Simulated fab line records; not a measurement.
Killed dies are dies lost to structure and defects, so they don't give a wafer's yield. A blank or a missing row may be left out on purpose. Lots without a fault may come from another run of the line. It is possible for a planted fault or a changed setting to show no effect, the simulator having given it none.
Matching of chambers :: flow n5Finfet :: N5_FIN_SAQP_SPACER1_ALD_24 on aldSin-03 has 4 sister chambers
The step deposits SiO2, target thk 20.3 nm, pulse time 1 s, purge time 2 s. 4 wafers are shown with their chamber, then 8 later ones without.

## EACH WAFER AND ITS CHAMBER
wafer: L083.5
chamber: 3
heaterPowerW (W): 471

wafer: L093.1
chamber: 1
heaterPowerW (W): 497

wafer: L093.6
chamber: 0
heaterPowerW (W): 455

wafer: L095.1
chamber: 2
heaterPowerW (W): 552

## WAFERS WITHOUT THEIR CHAMBER
wafer: L095.5
heaterPowerW (W): 474

wafer: L095.6
heaterPowerW (W): 555

wafer: L096.1
heaterPowerW (W): 476

wafer: L096.2
heaterPowerW (W): 456

wafer: L096.4
heaterPowerW (W): 503

wafer: L097.3
heaterPowerW (W): 495

wafer: L097.4
heaterPowerW (W): 480

wafer: L097.6
heaterPowerW (W): 469

## THE CHAMBER EACH PASSED THROUGH
wafer: L095.5
from the rows above: 3
in truth: 3

wafer: L095.6
from the rows above: 2
in truth: 2

wafer: L096.1
from the rows above: 3
in truth: 3

wafer: L096.2
from the rows above: 0
in truth: 0

wafer: L096.4
from the rows above: 1
in truth: 1

wafer: L097.3
from the rows above: 1
in truth: 1

wafer: L097.4
from the rows above: can't be placed: 3 or 1
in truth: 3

wafer: L097.6
from the rows above: 3
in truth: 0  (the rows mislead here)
Correct placement for 6 of the 8. These rows do not allow placing 1 (true chamber among the candidates in 1). Number placed wrongly: 1.
How it was worked out, from the rows above alone: a wafer's distance from a chamber is the root of the sum, over the readings, of the square of ((its reading less the chamber's mean) divided by the reading's scatter). If the next closest chamber is less than 2 further off than the closest, the wafer can't be placed; otherwise it belongs to the closest. For every chamber, the mean is computed from those of its wafers that are shown. The scatter: root of mean squared gap, hidden wafer to nearest shown wafer, with one shown wafer a chamber.
